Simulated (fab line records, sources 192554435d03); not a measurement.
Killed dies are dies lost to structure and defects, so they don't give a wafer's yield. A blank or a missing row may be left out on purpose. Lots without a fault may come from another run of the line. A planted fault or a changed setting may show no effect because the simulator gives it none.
fab line records | flow n5_finfet
record lots=4 wafers=11 last_day=18
route steps=1938 shown BEOL_M4@1099 BEOL_M5@1112 BEOL_M10@1488 PASSIVATION@1936
lots that met no fault: from a run of the same line without faults
start_h: hours from the record's first day to the start of the lot's first wafer shown | wait_h: hours since the lot's step before | " the same as in the row above | L1.1+2: a row that stands for several wafers | - no value, or no start given | * or withheld: withheld | < > ~ a bound
route shown NAME@n: a module of which the file shows steps, and the number in the route of the first | usual: mean/standard deviation of fault-free wafers | same: alike in all rows | chamber/n: place in a boat | sites: the reading at each site | _std_site: their standard deviation | _edge_site: outer sites' mean less inner sites' | radius_mm: how far each site lies from the wafer's centre | mask NAME#n: copy n | behind: the tool/chamber that last shaped the wafer | hold: why the lot was held/for how many hours/how that ended | device: the transistor (n, p or np) that didn't switch | end of line: the same wafers' tests at the end of the route | a step without rows: its recipe alone | killed: dies lost to structure and defects at the first sort, not the wafer's yield | map: a wafer's dies, x killed, . not, _ none there
set.NAME: the setting as run; set.NAME@STEP: as run at that earlier step | model.NAME: the simulator's own value behind a step, which no gauge read
lots at some steps of the route; a table a step, a row a wafer
services: from which hour (start_h, from the record's first day; less than 0 if before it) a tool's chamber was out of use, for how many hours, and why
## steps
# step N5_BEOL_M4_ANNEAL_95
# recipe temp_c=400 time_s=240 ambient=vacuum
# step N5_BEOL_M4_SPUTTER_96
# recipe material=Cu target_thk_a=45 temp_c=-20 chamber_pressure_pa=0.07 power_w=withheld time_s=8.29
# step N5_BEOL_M4_ECD_50
# recipe material=Cu target_thk_a=3000
# step N5_BEOL_M4_ANNEAL_51
# recipe temp_c=225 time_s=90 ambient=N2
# step N5_BEOL_M4_CMP_52
# recipe stop_on=SiOC t_overpolish_s=6.8 down_force_psi=1 platen_rpm=50 clearing_platen_down_force_psi=1.5 clearing_platen_rpm=50 post_cmp_clean=cu_alkaline target_thk_nm=40 clearing_platen_pad_velocity_m_s=0.99484 pad_velocity_m_s=0.99484
# step N5_BEOL_M4_PRE_CLEAN_60
# recipe gas=NH3/H2 time_s=15 temp_c=* rf_power_w=300
# step N5_BEOL_M4_CO_CAP_55
# recipe material=Co target_thk_a=20 temp_c=200 precursor=CCTBA/H2 pressure_torr=30 time_s=102.1
# step N5_BEOL_M4_PRE_CLEAN_56
# recipe gas=NH3 time_s=15 temp_c=withheld rf_power_w=300
# step N5_BEOL_M4_DEP_57
# recipe material=SiCN target_thk_a=80 temp_c=withheld precursor=3MS/NH3 pressure_torr=3 rf_w=202 time_s=14
# step N5_BEOL_M4_RC_MEAS_101
# usual DIBL_N=36.0/1.9 DIBL_P=35.6/2.2 IOFF_N=0.15/0.031 IOFF_P=0.19/0.032 ION_N=668/11 ION_P=455/7.2 SS_N=71.5/0.65 SS_P=73.4/0.64 VT_N=251/3.6 VT_P=-253/3.3
# columns lot.wafer tool chamber start_h wait_h DIBL_N[mV/V] DIBL_P[mV/V] IOFF_N[nA/um] IOFF_P[nA/um] ION_N[uA/um] ION_P[uA/um] SS_N[mV/dec] SS_P[mV/dec] VT_N[mV] VT_P[mV]
L443.2 prober-02 0 226.81 0.2 38.0 38.6 0.21 0.24 678 460 72.4 73.2 245 -249
L443.3 " 0 " " 35.6 35.3 0.15 0.19 671 460 71.4 72.9 253 -252
L443.4 " 0 " " 37.9 38.4 0.19 0.23 674 453 71.7 74.3 247 -251
L448.1 prober-02 0 247.70 0.0 34.4 33.2 0.13 0.18 664 457 71.7 73.2 256 -251
L448.2 " 0 " " 32.4 31.0 0.10 0.16 646 454 70.7 72.4 256 -250
L448.4 " 0 " " 35.5 35.2 0.15 0.21 670 459 71.5 74.2 252 -250
L449.2 prober-02 0 277.37 0.2 34.3 34.2 0.13 0.18 665 452 72.5 72.6 252 -252
L449.4 " 0 " " 32.2 32.5 0.11 0.16 653 449 70.8 72.8 253 -253
L457.1 prober-01 0 322.67 0.0 37.3 35.0 0.15 0.18 665 452 71.6 73.7 250 -254
L457.3 " 0 " " 39.6 37.6 0.20 0.22 682 458 71.9 73.6 245 -251
L457.5 " 0 " " 38.5 37.1 0.17 0.22 677 462 71.7 73.7 247 -250
# step N5_BEOL_M5_ILD_DEP_00
# recipe material=SiCOH_lowk target_thk_a=1406.4 temp_c=300 precursor=DEMS/porogen pressure_torr=5 rf_w=500 time_s=25.9
# step N5_BEOL_M5_CURE_79
# recipe temp_c=385 time_s=240 ambient=He/Ar material=SiCOH_lowk
# step N5_BEOL_M5_PECVD_70
# recipe material=SiO2 target_thk_a=160 temp_c=400 precursor=TEOS/O2 pressure_torr=5.5 rf_w=450 teos_flow_sccm=53.8 gas=O2 flow_sccm=3000 time_s=18
# step N5_BEOL_M5_HM_DEP_02
# recipe material=TiN target_thk_a=200 temp_c=25 chamber_pressure_pa=0.49996
# step N5_BEOL_M5_COAT_59
# recipe resist=SOC temp_c=250 time_s=60 spin_rpm=1500 resist_thk_nm=60
# step N5_BEOL_M5_COAT_60
# recipe resist=SiARC temp_c=220 time_s=60 spin_rpm=1500 resist_thk_nm=12
# step N5_BEOL_M5_COAT_71
# recipe resist=underlayer temp_c=205 time_s=60 spin_rpm=1500 resist_thk_nm=5
# step N5_BEOL_M5_COAT_05
# recipe resist=CAR-EUV spin_rpm=1500 resist_thk_nm=30
# step N5_BEOL_M5_EBR_07
# recipe solvent=PGMEA ebr_width_mm=1.5
# step N5_BEOL_M5_SOFTBAKE_06
# recipe temp_c=110 time_s=60 resist=CAR-EUV
# step N5_BEOL_M5_EXPOSE_08
# recipe mask_id=M5 na=0.33 source_shape=annular sigma_inner=0.4 sigma_outer=0.8 polarization=unpolarized target_cd_nm=28 dose_mj=35.75
# step N5_BEOL_M5_PEB_09
# recipe peb_temp_c=100 peb_time_s=60 resist=CAR-EUV
# step N5_BEOL_M5_DEVELOP_10
# recipe develop_time_s=30 developer=TMAH resist=CAR-EUV rinse_liquid=surfactant_rinse dry=air_spin dev_temp_c=23
# step N5_BEOL_M5_DESCUM_16
# recipe chemistry=O2 time_s=7 source_power_w=50 bias_power_w=20 pressure_mtorr=20 rf_frequency_hz=2.712e+07 temp_c=40 resist=CAR-EUV o2_flow_sccm=225
# step N5_BEOL_M5_ETCH_72
# recipe chemistry=N2/H2 target=underlayer target_depth_a=65 mask_material=CAR-EUV time_s=5.2 ion_energy_ev=200 pressure_mtorr=30 source_w=840 bias_w=150 n2_flow_sccm=200 h2_flow_sccm=200 ends=cleared
# step N5_BEOL_M5_ETCH_61
# recipe chemistry=CF4 target=SiARC target_depth_a=156 mask_material=CAR-EUV time_s=26 ion_energy_ev=80 pressure_mtorr=40 source_w=545 bias_w=36 Ar_flow_sccm=100 cf4_flow_sccm=100 ends=cleared
# step N5_BEOL_M5_ETCH_62
# recipe chemistry=N2/H2 target=SOC target_depth_a=750 overetch_a=150 mask_material=SiARC temp_c=40 time_s=112.5 ion_energy_ev=200 pressure_mtorr=30 source_w=840 bias_w=150 n2_flow_sccm=200 h2_flow_sccm=200
# step N5_BEOL_M5_STRIP_63
# recipe chemistry=N2/H2 temp_c=40 n2_flow_sccm=200 h2_flow_sccm=200 rf_frequency_hz=6e+07
# step N5_BEOL_M5_STRIP_73
# recipe chemistry=N2/H2 temp_c=40 n2_flow_sccm=200 h2_flow_sccm=200 rf_frequency_hz=6e+07
# step N5_BEOL_M5_STRIP_64
# recipe chemistry=CF4 resist=SiARC power_w=300 bias_power_w=75 pressure_mtorr=50 cf4_flow_sccm=150 rf_frequency_hz=6e+07
# step N5_BEOL_M5_HM_OPEN_17
# recipe chemistry=Cl2/BCl3 target_depth_a=200 overetch_a=60 target=TiN mask_material=SOC ion_energy_ev=150 pressure_mtorr=10 icp_w=1000 bias_w=126 Cl2_flow_sccm=53.25 bcl3_flow_sccm=21.75 Ar_flow_sccm=25
# step N5_BEOL_M5_STRIP_19
# recipe chemistry=O2 power_w=400 temp_c=40 pressure_mtorr=30 rf_frequency_hz=6e+07 bias_power_w=0 overash_fraction=0.2 o2_flow_sccm=225
# step N5_BEOL_M5_COAT_65
# recipe resist=SOC temp_c=250 time_s=60 spin_rpm=1500 resist_thk_nm=60
# step N5_BEOL_M5_COAT_66
# recipe resist=SiARC temp_c=220 time_s=60 spin_rpm=1500 resist_thk_nm=12
# step N5_BEOL_M10_ETCH_62
# recipe chemistry=N2/H2 target=SOC target_depth_a=1100 overetch_a=220 mask_material=SiARC temp_c=40 time_s=165 ion_energy_ev=200 pressure_mtorr=30 source_w=840 bias_w=150 n2_flow_sccm=200 h2_flow_sccm=200
# usual bias_w=150.1/0.49 drypump_motor_current_A=5.7/0.38 oes_product_au=0.69/0.062 rf_vpp_V=525.4/1.7 showerhead_plenum_p_Torr=2.59/0.06 throttle_valve_pct=17.6/0.31
# columns lot.wafer tool chamber start_h wait_h bias_w drypump_motor_current_A oes_product_au rf_hours_counter_h rf_vpp_V showerhead_plenum_p_Torr throttle_valve_pct model.etch.depth_nm model.SiARC_of_BEOL_M10_COAT_60.thk_nm model.BEOL_M10.cd_offset_nm
L443.2 rie_diel-04 2 273.39 0.0 149.5 6.0 0.60 232 523.0 2.49 18.0 99.69 23.6 -0.2
L443.3 " 0 " " 149.8 6.1 0.74 57 525.6 2.58 17.4 99.48 23.4 0
L443.4 " 1 " " 148.6 6.3 0.60 229 526.4 2.62 18.2 99.68 23.4 0.2
L448.1 rie_diel-04 2 300.20 0.0 150.1 5.9 0.50 240 524.3 2.49 18.0 71.52 26.4 -1.2
L448.2 " 0 " " 149.4 6.1 0.73 64 524.7 2.58 17.4 100.3 23.2 1
L448.4 " 3 " " 150.2 5.5 0.61 50 526.2 2.57 17.3 74.38 26.2 -1.4
L449.2 rie_diel-04 2 323.06 0.0 150.5 5.9 0.59 247 522.9 2.49 18.0 99.87 23.6 -0.4
L449.4 " 3 " " 150.2 5.5 0.61 58 526.6 2.56 17.3 73.32 26.2 -1.6
L457.1 rie_diel-01 2 372.73 0.0 150.4 5.9 0.64 132 527.6 2.66 17.7 99.86 24 0.2
L457.3 " 0 " " 150.2 5.9 0.68 86 529.0 2.67 17.4 100.2 23.8 0
L457.5 " 2 " " 150.4 5.9 0.64 - 527.5 2.66 17.7 100.5 24 0.4
# step N5_BEOL_M10_HM_OPEN_17
# recipe chemistry=Cl2/BCl3 target_depth_a=200 overetch_a=60 target=TiN mask_material=SOC ion_energy_ev=150 pressure_mtorr=10 icp_w=1000 bias_w=126 Cl2_flow_sccm=53.25 bcl3_flow_sccm=21.75 Ar_flow_sccm=25
# usual bias_w=126.0/0.4 drypump_motor_current_A=5.8/0.57 oes_product_au=0.67/0.063 throttle_valve_pct=22.10/0.21
# columns lot.wafer tool chamber start_h wait_h bias_w drypump_motor_current_A oes_product_au rf_hours_counter_h throttle_valve_pct model.BEOL_M10.cd_offset_nm
L443.2 rie_metal-01 1 273.58 0.0 125.9 5.0 0.63 50 21.98 -0.2
L443.3 " 1 " " 125.6 5.0 0.65 - 22.00 -0.2
L443.4 " 0 " " 125.6 5.5 0.64 - 22.14 0.4
L448.1 rie_metal-02 1 300.39 0.0 125.8 5.5 0.25 78 23.11 -1.2
L448.2 " 0 " " 125.4 6.5 0.77 15 21.92 1
L448.4 " 0 " " 125.1 6.5 0.33 - 22.60 -1.4
L449.2 rie_metal-01 0 323.24 0.0 125.6 5.6 0.64 49 22.13 -0.2
L449.4 " 1 " " 126.7 5.0 0.29 - 22.64 -1.6
L457.1 rie_metal-02 1 372.92 0.0 125.2 5.6 0.57 83 22.47 0.2
L457.3 " 1 " " 126.1 5.5 0.57 - 22.46 0
L457.5 " 0 " " 125.7 6.5 0.73 - 21.98 0.4
# step N5_BEOL_M10_CD_MEAS_18
# recipe pitch_nm=140 target_cd_nm=70
# usual cd_nm=69.9/0.55
# columns lot.wafer tool chamber start_h wait_h cd_nm
L443.2 cd_sem-01 - 273.76 0.1 69.6
L443.3 " - " " 69.7
L443.4 " - " " 70.3
L448.1 cd_sem-02 - 300.58 0.0 -
L448.2 " - " " 71.0
L448.4 " - " " -
L449.2 cd_sem-01 - 323.46 0.1 69.2
L449.4 " - " " -
L457.1 cd_sem-02 - 373.10 0.0 70.5
L457.3 " - " " 70.0
L457.5 " - " " 70.7
# step N5_BEOL_M10_VIA_ETCH_34
# recipe chemistry=C4F6/O2 target=SiCOH_lowk target_depth_a=1845 mask_material=SOC taper_deg=4 time_s=69.2 ion_energy_ev=250 pressure_mtorr=30 source_w=345 bias_w=185 Ar_flow_sccm=300 C4F6_flow_sccm=10 O2_flow_sccm=10
# usual C4F6_flow_sccm=10.00/0.031 bias_w=185.1/0.6 drypump_motor_current_A=5.7/0.39 oes_product_au=0.83/0.078 rf_vpp_V=668/17 showerhead_plenum_p_Torr=2.91/0.067 throttle_valve_pct=20.7/0.3
# columns lot.wafer tool chamber start_h wait_h C4F6_flow_sccm bias_w drypump_motor_current_A oes_product_au rf_hours_counter_h rf_vpp_V showerhead_plenum_p_Torr throttle_valve_pct
L443.2 rie_diel-04 1 275.70 0.0 9.98 185.6 6.2 0.70 229 663 2.95 21.4
L443.3 " 2 " " 9.98 183.7 5.9 0.70 233 670 2.82 21.0
L443.4 " 3 " " 10.00 185.2 5.5 0.85 42 701 2.90 20.5
L448.1 rie_diel-01 0 303.08 0.0 9.96 184.4 5.9 0.30 63 667 3.02 20.4
L448.2 " 3 " " 9.94 184.9 5.2 0.85 71 643 2.89 20.7
L448.4 " 2 " " 10.03 185.5 5.9 0.29 106 653 2.95 20.4
L449.2 rie_diel-01 3 325.76 0.0 10.01 185.4 5.3 0.84 80 642 2.89 20.7
L449.4 " 0 " " 10.00 184.4 5.9 0.31 - 666 3.02 20.4
L457.1 rie_diel-06 1 373.96 0.0 9.99 184.7 5.6 0.75 144 673 2.84 21.1
L457.3 " 3 " " 9.99 185.4 5.0 0.89 19 669 3.03 20.6
L457.5 " 3 " " 9.98 185.5 4.9 0.89 - 670 3.03 20.6
# step N5_BEOL_M10_OCD_MEAS_38
# usual trench_depth_nm=149.1/2.4
# columns lot.wafer tool chamber start_h wait_h trench_depth_nm
L443.2 ocd-01 - 275.99 - 148.5
L443.3 " - " " 144.4
L443.4 " - " " 151.3
L448.1 ocd-02 - 303.36 - -
L448.2 " - " " 150.8
L448.4 " - " " -
L449.2 ocd-01 - 326.05 - 152.6
L449.4 " - " " -
L457.1 ocd-01 - 374.25 - 148.6
L457.3 " - " " 149.8
L457.5 " - " " 150.2
# step N5_PASSIVATION_PROBE_49
# usual defect_limited_yield=91.3/1.4 killed_at_M0_to_M3=34/10 killed_at_M4_up=14/5.5 killed_at_contacts=12/6 killed_at_front_end=40/10 killed_at_other=3.0/2.4 killed_dies=103/17 killed_on_rim=13/4.3 killed_open=68/13 killed_short=34/7.8 sort_bin_5_function=5.1/0.97 sort_bin_6_memory=3.3/0.66 sort_n_pass=1077/17 sort_yield_pct=91.2/1.4
# same gross_dies=1180 killed_at_back_side=0 sort_bin_4_leakage[%]=0 sort_bin_8_speed[%]=0
# columns lot.wafer tool chamber start_h wait_h defect_limited_yield[%] killed_at_M0_to_M3 killed_at_M4_up killed_at_contacts killed_at_front_end killed_at_other killed_dies killed_on_rim killed_open killed_short sort_bin_5_function[%] sort_bin_6_memory[%] sort_n_pass sort_yield_pct[%]
L448.1 prober-01 - 356.61 0.0 0 35 1095 16 29 5 1180 152 75 24 96.1 3.6 0 0
L448.4 prober-01 - 356.76 0.2 0 42 1064 15 49 10 1180 152 73 47 96.3 3.3 0 0
L449.2 prober-02 - 378.52 0.1 93.5 21 16 12 27 1 77 11 47 24 4.1 1.7 1103 93.5
L449.4 prober-02 - 378.62 0.2 0 22 1111 11 32 4 1180 152 66 18 97.0 2.9 0 0
L457.3 prober-02 - 434.77 0.1 93.6 24 10 9 26 6 75 15 47 28 4.0 2.2 1105 93.6
L457.5 prober-02 - 434.87 0.2 92.5 31 18 11 26 2 88 11 44 41 4.3 2.5 1092 92.5
# killed by level:class
L448.1 BEOL_M10:area_etch=1081 MOL_CONTACT_COAG:geometric_particle:open=13 BEOL_M0_SAQP:geometric_particle:open=10 FIN_SAQP:geometric_particle:open=7 BEOL_M3:geometric_particle:open=7 BEOL_M4:geometric_particle:open=6 STI_FIN_REVEAL:geometric_particle:open=5 BEOL_M0_SAQP:geometric_particle:short=5
L448.4 BEOL_M10:area_etch=1056 MOL_CONTACT_COAG:geometric_particle:open=13 FIN_SAQP:geometric_particle:open=11 FIN_SAQP:geometric_particle:short=9 GATE_CUT:geometric_particle:short=9 BEOL_M2:geometric_particle:open=9 BEOL_M3:geometric_particle:open=7 BEOL_M0_SAQP:geometric_particle:open=6
L449.2 STI_FIN_REVEAL:geometric_particle:open=8 MOL_CONTACT_COAG:geometric_particle:open=7 BEOL_M4:geometric_particle:open=6 MOL_CONTACT_COAG:geometric_particle:short=5 DUMMY_GATE:geometric_particle:open=4 BEOL_M0_SAQP:geometric_particle:short=4 BEOL_M0_SAQP:geometric_particle:open=4 BEOL_M2:geometric_particle:short=4
L449.4 BEOL_M10:area_etch=1094 BEOL_M2:geometric_particle:open=12 STI_FIN_REVEAL:geometric_particle:open=10 MOL_CONTACT_COAG:geometric_particle:open=10 ILD0:geometric_particle:open=4 ILD0:geometric_particle:short=3 GATE_CUT:geometric_particle:open=3 BEOL_M4:geometric_particle:open=3
L457.3 MOL_CONTACT_COAG:geometric_particle:open=8 BEOL_M0_SAQP:geometric_particle:open=8 FIN_SAQP:geometric_particle:short=6 FIN_SAQP:geometric_particle:open=5 BEOL_M0_SAQP:geometric_particle:short=5 STI_FIN_REVEAL:geometric_particle:open=4 BEOL_M3:geometric_particle:open=4 BEOL_M4:geometric_particle:open=4
L457.5 BEOL_M0_SAQP:geometric_particle:short=12 MOL_CONTACT_COAG:geometric_particle:open=7 GATE_CUT:geometric_particle:short=6 BEOL_M2:geometric_particle:open=6 BEOL_M4:geometric_particle:short=5 FIN_SAQP:geometric_particle:short=4 GATE_CUT:geometric_particle:open=4 MOL_CONTACT_COAG:geometric_particle:short=4
# map L448.1 (x killed, . not)
_________________xxxxxxxxxxxx________________
______________xxxxxxxxxxxxxxxxxx_____________
___________xxxxxxxxxxxxxxxxxxxxxxxx__________
__________xxxxxxxxxxxxxxxxxxxxxxxxxx_________
________xxxxxxxxxxxxxxxxxxxxxxxxxxxxxx_______
_______xxxxxxxxxxxxxxxxxxxxxxxxxxxxxxxx______
______xxxxxxxxxxxxxxxxxxxxxxxxxxxxxxxxxx_____
_____xxxxxxxxxxxxxxxxxxxxxxxxxxxxxxxxxxxx____
____xxxxxxxxxxxxxxxxxxxxxxxxxxxxxxxxxxxxxx___
___xxxxxxxxxxxxxxxxxxxxxxxxxxxxxxxxxxxxxxxx__
___xxxxxxxxxxxxxxxxxxxxxxxxxxxxxxxxxxxxxxxx__
__xxxxxxxxxxxxxxxxxxxxxxxxxxxxxxxxxxxxxxxxxx_
__xxxxxxxxxxxxxxxxxxxxxxxxxxxxxxxxxxxxxxxxxx_
_xxxxxxxxxxxxxxxxxxxxxxxxxxxxxxxxxxxxxxxxxxxx
_xxxxxxxxxxxxxxxxxxxxxxxxxxxxxxxxxxxxxxxxxxxx
_xxxxxxxxxxxxxxxxxxxxxxxxxxxxxxxxxxxxxxxxxxxx
_xxxxxxxxxxxxxxxxxxxxxxxxxxxxxxxxxxxxxxxxxxxx
_xxxxxxxxxxxxxxxxxxxxxxxxxxxxxxxxxxxxxxxxxxxx
_xxxxxxxxxxxxxxxxxxxxxxxxxxxxxxxxxxxxxxxxxxxx
_xxxxxxxxxxxxxxxxxxxxxxxxxxxxxxxxxxxxxxxxxxxx
_xxxxxxxxxxxxxxxxxxxxxxxxxxxxxxxxxxxxxxxxxxxx
__xxxxxxxxxxxxxxxxxxxxxxxxxxxxxxxxxxxxxxxxxx_
__xxxxxxxxxxxxxxxxxxxxxxxxxxxxxxxxxxxxxxxxxx_
___xxxxxxxxxxxxxxxxxxxxxxxxxxxxxxxxxxxxxxxx__
___xxxxxxxxxxxxxxxxxxxxxxxxxxxxxxxxxxxxxxxx__
____xxxxxxxxxxxxxxxxxxxxxxxxxxxxxxxxxxxxxx___
_____xxxxxxxxxxxxxxxxxxxxxxxxxxxxxxxxxxxx____
______xxxxxxxxxxxxxxxxxxxxxxxxxxxxxxxxxx_____
_______xxxxxxxxxxxxxxxxxxxxxxxxxxxxxxxx______
________xxxxxxxxxxxxxxxxxxxxxxxxxxxxxx_______
__________xxxxxxxxxxxxxxxxxxxxxxxxxx_________
___________xxxxxxxxxxxxxxxxxxxxxxxx__________
______________xxxxxxxxxxxxxxxxxx_____________
_________________xxxxxxxxxxxx________________
# map L449.4 (x killed, . not)
_________________xxxxxxxxxxxx________________
______________xxxxxxxxxxxxxxxxxx_____________
___________xxxxxxxxxxxxxxxxxxxxxxxx__________
__________xxxxxxxxxxxxxxxxxxxxxxxxxx_________
________xxxxxxxxxxxxxxxxxxxxxxxxxxxxxx_______
_______xxxxxxxxxxxxxxxxxxxxxxxxxxxxxxxx______
______xxxxxxxxxxxxxxxxxxxxxxxxxxxxxxxxxx_____
_____xxxxxxxxxxxxxxxxxxxxxxxxxxxxxxxxxxxx____
____xxxxxxxxxxxxxxxxxxxxxxxxxxxxxxxxxxxxxx___
___xxxxxxxxxxxxxxxxxxxxxxxxxxxxxxxxxxxxxxxx__
___xxxxxxxxxxxxxxxxxxxxxxxxxxxxxxxxxxxxxxxx__
__xxxxxxxxxxxxxxxxxxxxxxxxxxxxxxxxxxxxxxxxxx_
__xxxxxxxxxxxxxxxxxxxxxxxxxxxxxxxxxxxxxxxxxx_
_xxxxxxxxxxxxxxxxxxxxxxxxxxxxxxxxxxxxxxxxxxxx
_xxxxxxxxxxxxxxxxxxxxxxxxxxxxxxxxxxxxxxxxxxxx
_xxxxxxxxxxxxxxxxxxxxxxxxxxxxxxxxxxxxxxxxxxxx
_xxxxxxxxxxxxxxxxxxxxxxxxxxxxxxxxxxxxxxxxxxxx
_xxxxxxxxxxxxxxxxxxxxxxxxxxxxxxxxxxxxxxxxxxxx
_xxxxxxxxxxxxxxxxxxxxxxxxxxxxxxxxxxxxxxxxxxxx
_xxxxxxxxxxxxxxxxxxxxxxxxxxxxxxxxxxxxxxxxxxxx
_xxxxxxxxxxxxxxxxxxxxxxxxxxxxxxxxxxxxxxxxxxxx
__xxxxxxxxxxxxxxxxxxxxxxxxxxxxxxxxxxxxxxxxxx_
__xxxxxxxxxxxxxxxxxxxxxxxxxxxxxxxxxxxxxxxxxx_
___xxxxxxxxxxxxxxxxxxxxxxxxxxxxxxxxxxxxxxxx__
___xxxxxxxxxxxxxxxxxxxxxxxxxxxxxxxxxxxxxxxx__
____xxxxxxxxxxxxxxxxxxxxxxxxxxxxxxxxxxxxxx___
_____xxxxxxxxxxxxxxxxxxxxxxxxxxxxxxxxxxxx____
______xxxxxxxxxxxxxxxxxxxxxxxxxxxxxxxxxx_____
_______xxxxxxxxxxxxxxxxxxxxxxxxxxxxxxxx______
________xxxxxxxxxxxxxxxxxxxxxxxxxxxxxx_______
__________xxxxxxxxxxxxxxxxxxxxxxxxxx_________
___________xxxxxxxxxxxxxxxxxxxxxxxx__________
______________xxxxxxxxxxxxxxxxxx_____________
_________________xxxxxxxxxxxx________________
## services
# columns tool chamber start_h hours kind
rie_diel-01 - 252.18 2.8 pm
rie_metal-02 - 259.01 1.1 repair
rie_metal-02 1 266.96 4.9 repair
rie_metal-02 0 284.47 3.0 repair
rie_diel-06 3 304.55 - clean
rie_diel-06 3 304.55 - consumable_replace:focus_ring
rie_diel-06 3 304.55 - consumable_replace:showerhead
rie_diel-06 3 304.55 15.0 scheduled_down
rie_metal-02 1 307.00 6.2 repair
rie_diel-01 1 310.65 - clean
rie_diel-01 1 310.65 - consumable_replace:focus_ring
rie_diel-01 1 310.65 29.0 scheduled_down
rie_diel-01 1 310.65 29.0 vent_cycle
rie_diel-04 2 335.54 - clean
rie_diel-04 2 335.54 - consumable_replace:focus_ring
rie_diel-04 2 335.54 23.7 scheduled_down
rie_diel-04 2 335.54 23.7 vent_cycle
rie_diel-04 1 338.83 3.5 repair
rie_diel-06 1 354.22 10.2 repair
rie_diel-01 0 354.91 5.7 repair
rie_diel-04 1 359.22 - clean
rie_diel-04 1 359.22 - consumable_replace:focus_ring
rie_diel-04 1 359.22 19.2 scheduled_down
rie_diel-04 1 359.22 19.2 vent_cycle
## key
first_sign step=N5_BEOL_M10_HM_OPEN_17 reading=oes_product_au direction=down sigmas=6 usual=0.67 struck=0.29
effect step=N5_BEOL_M10_CD_MEAS_18 reading=cd_nm direction=missing
effect step=N5_BEOL_M10_VIA_ETCH_34 reading=oes_product_au direction=down sigmas=6.7 usual=0.83 struck=0.30
effect step=N5_BEOL_M10_OCD_MEAS_38 reading=trench_depth_nm direction=missing
effect step=N5_PASSIVATION_PROBE_49 reading=killed_at_M4_up direction=up sigmas=99+ usual=14 struck=1090
model_effect step=N5_BEOL_M10_ETCH_62 value=etch.depth_nm without=100.3 struck=73.08
model_effect step=N5_BEOL_M10_HM_OPEN_17 value=BEOL_M10.cd_offset_nm without=-0.06667 struck=-1.4
more_kills_born_at N5_BEOL_M10_ETCH_62@rie_diel-04=3231
met_at N5_BEOL_M10_ETCH_62
struck_wafers L448.1,L448.4,L449.4
later_rows_left_out L448.1,L448.4,L449.4
onset_between 273.39 300.20
fault kind=process_parameter_drift tool=rie_diel-04 chamber=- onset_h=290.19 steps=N5_BEOL_M10_ETCH_62 channel=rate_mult offset=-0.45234 shape=step end_h=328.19 scope=struck_wafers_only
# later_rows_left_out: the simulator's readings of these wafers behind a module that went badly wrong aren't trusted and aren't shown, but for the sort
